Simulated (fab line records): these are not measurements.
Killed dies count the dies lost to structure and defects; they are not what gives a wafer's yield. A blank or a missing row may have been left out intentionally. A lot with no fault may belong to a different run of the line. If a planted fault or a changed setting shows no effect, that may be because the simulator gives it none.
Problem report in the 8D (eight disciplines) form, filled by code | flow n5Finfet | the parts of the form that need people (team, actions taken, sign-off) are left out

## 1. THE PROBLEM
A mean of 158.9 s is read at N5_BEOL_M11_CVD_75 for runLengthS, taken on 1 wafer of 1 lot, against 161.9 s (standard deviation 0.65) on wafers free of any fault. That puts it -4.6 standard deviations away from the usual mean.
The step: deposits Co from CCTBA/H2, target thk 2 nm, time 138.9 s.
First seen on wafer L909.4, day 15 21:29, on cvdCo-01. At this step, 32 wafers from 12 lots have a number in the record. Rule for "out", or "out of limits": more than 4 standard deviations from the usual mean. The rest of the wafers with a number are treated as sound.

## 2. WHAT IT IS; WHAT IT IS NOT
question                    | is                | is not
which readings at this step | runLengthS        | -
which lots                  | L909              | L893, L894, L897, L898, L900, L901, L903, L911, L912, L914, L916
which wafers of those lots  | L909.4            | L909.5
read on which tools         | cvdCo-01          | cvdCo-02
when                        | from day 15 21:29 | up to then (22 sound wafers); but 9 sound wafers of L911, L912, L914, L916 came after

## 3. WHAT RULES OUT EACH SUSPECT
Counting: any tool at a process step up to the reading remains a suspect provided it ran every lot that is out. Sound lots after the first of them don't rule it out here, since some wafers of a struck lot are sound.
- rieDiel-02 at N5_BEOL_M11_DESCUM_33 (chemistry O2, time 7.9 s): kept. It processed L909, the lot that is out, at day 15 18:25, and its most recent sound lot before then was L900 at day 12 17:04.
- rieDiel-02 at N5_BEOL_M11_STRIP_36 (strips in N2/H2): kept. It processed L909, the lot that is out, at day 15 18:41, and its most recent sound lot before then was L900 at day 12 17:20.
- cvdCo-01 at N5_BEOL_M11_CVD_75 (deposits Co from CCTBA/H2, target thk 2 nm, time 138.9 s): kept. It processed L909, the lot that is out, at day 15 21:29, and its most recent sound lot before then was L903 at day 13 13:11. Its own readings are out on those wafers: runLengthS.
- At N5_BEOL_M11_DESCUM_33 on rieDiel-02, chamber 2 took the sound wafers of the same lots and chamber 1 took the wafers that are out.
- At N5_BEOL_M11_STRIP_36 on rieDiel-02, chamber 2 took the sound wafers of the same lots and chamber 1 took the wafers that are out.
- At N5_BEOL_M11_CVD_75 on cvdCo-01, chamber 2 took the sound wafers of the same lots and chamber 1 took the wafers that are out.
rieDiel-02 at N5_BEOL_M11_DESCUM_33, rieDiel-02 at N5_BEOL_M11_STRIP_36 and cvdCo-01 at N5_BEOL_M11_CVD_75 are what is left after counting.

## 4. THE CAUSE (what the simulator had put in)
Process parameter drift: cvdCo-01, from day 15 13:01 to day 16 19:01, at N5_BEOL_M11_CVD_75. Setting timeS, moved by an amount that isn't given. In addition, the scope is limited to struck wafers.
Counting leaves 3 suspects; this tool is one of them.

## 5. THE EFFECT CHAIN, in route order
Rows list readings where the struck wafers' mean (over those with a number) sits beyond 3 standard deviations from the usual. Only readings for which the record gives a usual standard deviation are gone through. hours: the time from each lot's start at the first step in this table that gives one to its start at this step, as a median over the lots. sigmas: the change in usual standard deviations.
hours | step               | reading    | usual   | on struck wafers | change | sigmas
0     | N5_BEOL_M11_CVD_75 | runLengthS | 161.9 s | 158.9            | -3.0   | -4.6
The process steps in it:
- N5_BEOL_M11_CVD_75: deposits Co from CCTBA/H2, target thk 2 nm, time 138.9 s.

## 6. HOW IT WOULD HAVE BEEN CAUGHT EARLIER
First out-of-limits reading in this record: day 15 21:29, which is 8 hours after fault onset at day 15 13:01.
